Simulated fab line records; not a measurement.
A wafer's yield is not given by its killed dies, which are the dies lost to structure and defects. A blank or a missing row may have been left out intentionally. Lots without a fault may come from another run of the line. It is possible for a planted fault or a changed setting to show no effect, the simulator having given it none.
Matching of chambers    flow nand harc    NHARC_P_M1_DEP_33 on pecvd-02: 3 sister chambers
The step deposits SiCN, target thk 30 nm. 6 wafers are shown with their chamber, then 12 later ones without.

WAFERS, EACH WITH ITS CHAMBER
wafer   chamber  heater power w (W)
L082.2  2        444
L083.2  2        448
L085.1  0        595
L086.3  1        591
L086.4  0        527
L086.5  1        589

WAFERS WHOSE CHAMBER IS MISSING
wafer   heater power w (W)
L087.1  479
L087.2  514
L087.6  614
L090.1  506
L090.5  525
L090.6  545
L091.1  526
L091.4  522
L091.5  541
L093.2  529
L093.3  552
L093.6  567

THE CHAMBER EACH PASSED THROUGH
wafer   from the rows above           in truth
L087.1  can't be placed: 2 or 0       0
L087.2  can't be placed: 0 or 2 or 1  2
L087.6  can't be placed: 1 or 0       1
L090.1  can't be placed: 0 or 2 or 1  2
L090.5  can't be placed: 0 or 1 or 2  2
L090.6  can't be placed: 0 or 1       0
L091.1  can't be placed: 0 or 1 or 2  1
L091.4  can't be placed: 0 or 1 or 2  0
L091.5  can't be placed: 0 or 1       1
L093.2  can't be placed: 0 or 1 or 2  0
L093.3  can't be placed: 0 or 1       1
L093.6  can't be placed: 0 or 1       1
Correct placement for 0 of the 12. Unplaceable from these rows: 12, with the true chamber sitting among the candidates in 12. 0 placed wrongly.
How it was worked out, from the rows above alone: a wafer's distance from a chamber is the root of the sum, over the readings, of the square of ((its reading less the chamber's mean) divided by the reading's scatter). If the next closest chamber is less than 2 further off than the closest, the wafer can't be placed; otherwise it belongs to the closest. A chamber's mean is the mean of its shown wafers. How the scatter is found: for the shown wafers, subtract from each reading the mean of its chamber, square and add these, divide the total by (wafers less chambers), then take the root.
